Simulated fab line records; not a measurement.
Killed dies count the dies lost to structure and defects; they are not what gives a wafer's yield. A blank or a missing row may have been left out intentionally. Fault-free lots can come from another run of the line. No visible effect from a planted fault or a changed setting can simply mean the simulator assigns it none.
A lot that was struck, set against a sound lot ; flow n5_finfet ; 39 out of 1938 route steps
Sound: these wafers, L375.1, L375.4, L375.5. Struck: wafer L376.2. (L376.3, L376.5 of the same lot were not struck and are left out.) The cause comes at the end.
For every step that has rows: the tool of each side, followed by ch and its chambers, followed by its first start. Under that, the readings that differ: sound wafers ; struck wafers ; difference of the means ; sigmas: that difference in standard deviations of wafers without a fault.
alike: same words and numbers on both sides, and readings whose means sit less than 2 such deviations apart. not compared: any withheld reading, any reading some wafer has no value for, any bound like >300 that may hide the same value, and any number with overlapping values for which the record gives no deviation.
A row with sigmas, a row that says differs or no value, or rows on one side alone: a step with any of these is where the two part. Numbers that have no deviation but don't overlap get no sigmas and don't part them. A reading missing from all wafers of one side parts the sides only when that side holds two or more wafers.

first, 9 steps without rows for these wafers: N5_HKMG_FIN_DESCUM_17 (chemistry O2, time 7.9 s); N5_HKMG_FIN_ETCH_31 (etches SiARC in CF4, target depth 45.5 nm, time 75.8 s); N5_HKMG_FIN_ETCH_32 (etches SOC in N2/H2, target depth 240 nm, time 300 s); N5_HKMG_FIN_STRIP_33 (strips in N2/H2); N5_HKMG_FIN_STRIP_34 (strips in CF4); N5_HKMG_FIN_ETCH_35 (etches SOC in N2/H2, target depth 215.8 nm, time 243.4 s); N5_HKMG_FIN_STRIP_92 (strips SOC in N2/H2, time 20 s); N5_HKMG_FIN_WET_ETCH_18 (etches TiN in SC1, time 55 s, target depth 5.2 nm, rinse time 30 s); N5_HKMG_FIN_STRIP_19 (strips in N2/H2, time 360 s).
N5_HKMG_FIN_ALD_91: deposits TiN, target thk 1 nm, pulse time 1 s, purge time 3 s.
  sound on ald_metal-02 ch 0,2, day 5 09:01; struck on ald_metal-02 ch 0, day 5 10:59
reading;sound;struck;difference;sigmas
ald_cycles;47 47 47;43;-4;
  alike: heater_power_w, precursor_pulse_height_rel
then, 27 steps without rows for these wafers: N5_HKMG_FIN_COAT_85 (time 60 s, resist thk 300 nm); N5_HKMG_FIN_ETCH_86 (etches SOC in N2/H2, stops on TiN, target depth 393.2 nm); N5_HKMG_FIN_STRIP_89 (strips SOC in N2/H2, time 20 s); N5_HKMG_FIN_WET_ETCH_87 (etches TiN in SC1, time 154.2 s, target depth 4.7 nm, rinse time 30 s); N5_HKMG_FIN_STRIP_88 (strips in N2/H2, time 360 s); N5_HKMG_FIN_NWFM_ALD_20 (deposits TiAlC, target thk 2 nm, pulse time 3 s, purge time 2 s); N5_HKMG_FIN_ALD_71 (deposits TiN, target thk 1 nm, pulse time 1 s, purge time 3 s); N5_HKMG_FIN_COAT_66 (time 60 s, resist thk 300 nm); N5_HKMG_FIN_ETCH_67 (etches SOC in N2/H2, stops on TiN, target depth 388.9 nm); N5_HKMG_FIN_STRIP_90 (strips SOC in N2/H2, time 20 s); N5_HKMG_FIN_WET_ETCH_73 (etches the open film in SC1, time 42.3 s, target depth 1.3 nm, rinse time 30 s); N5_HKMG_FIN_ETCHBACK_68 (etches the open film in Cl2/Ar, stops on HfO2, target depth 0.5 nm); N5_HKMG_FIN_STRIP_69 (strips in N2/H2, time 360 s); N5_HKMG_FIN_ALD_21 (deposits TiN, target thk 1.5 nm, pulse time 1 s, purge time 3 s); N5_HKMG_FIN_ALD_72 (deposits W, target thk 2 nm, pulse time 1 s, purge time 2 s); N5_HKMG_FIN_W_FILL_22 (material W, target thk 60 nm, time 18.2 s); N5_HKMG_FIN_PRECLEAN_83 (cleans in DIW, time 57.5 s); N5_HKMG_FIN_SRD_84 (dry time 32 s); N5_HKMG_FIN_CMP_23 (polishes, stops on SiNx, t overpolish 10 s, target thk 46.326 nm); N5_HKMG_FIN_CMP_94 (polishes, stops on SiNx, t overpolish 4.7 s, target thk 43.299 nm); N5_GATE_CUT_ETCHBACK_00 (etches W in SF6/Cl2); N5_GATE_CUT_ETCH_56 (etches TiN in Cl2/Ar, target depth 21.6 nm); N5_GATE_CUT_ETCHBACK_30 (etches TiN in Cl2/Ar, target depth 3 nm); N5_GATE_CUT_VAPOR_ETCH_60 (etches HfO2 in BCl3/Cl2); N5_GATE_CUT_ETCH_58 (etches SiNx in CH3F/O2, target depth 17 nm, time 128.6 s); N5_GATE_CUT_STRIP_59 (strips in N2/H2, time 20 s); N5_GATE_CUT_PRECLEAN_31 (cleans in DIW, time 300 s).
-- the record jumps here: 5 days lie between the struck wafers' starts before and after (it left off in module GATE_CUT and takes up again in module BEOL_M4, whose first step shown is number 1111 of the route) --
N5_BEOL_M4_RC_MEAS_101:
  sound on prober-01 ch 0, day 9 23:26; struck on prober-02 ch 0, day 9 23:25
reading;sound;struck;difference;sigmas
IOFF_N_LONG (nA/um);5.4e-05 5.4e-05 5.4e-05;7.5e-05;+2.1e-05;+7
VT_N (mV);252 247 252;238;-12;-3
VT_N_LONG (mV);276.9 277.8 275.6;261.4;-15.4;-7
VT_N_LVT (mV);102 97 101;85;-15;-3
  alike: DIBL_N, DIBL_P, IOFF_N, IOFF_P, ION_N, ION_P, SS_N, SS_P, VT_P
-- a jump in the record: the struck wafers' starts before and after are 5 days apart (it breaks off in module BEOL_M4 and resumes in module PASSIVATION, where the first step shown is number 1936 of the route) --
N5_PASSIVATION_PROBE_49:
  sound on prober-01, day 14 07:09; struck on prober-02, day 14 14:32
reading;sound;struck;difference;sigmas
killed_at_M4_up;11 7 8;18;+9;+2
  alike: defect_limited_yield, killed_at_M0_to_M3, killed_at_contacts, killed_at_front_end, killed_at_other, killed_dies, killed_open, killed_short, sort_bin_4_leakage, sort_bin_5_function, sort_bin_6_memory, sort_n_pass, sort_yield_pct

WHERE THEY PART
First at N5_BEOL_M4_RC_MEAS_101; last, within this record, at N5_PASSIVATION_PROBE_49.

WHY: the cause the simulator had injected
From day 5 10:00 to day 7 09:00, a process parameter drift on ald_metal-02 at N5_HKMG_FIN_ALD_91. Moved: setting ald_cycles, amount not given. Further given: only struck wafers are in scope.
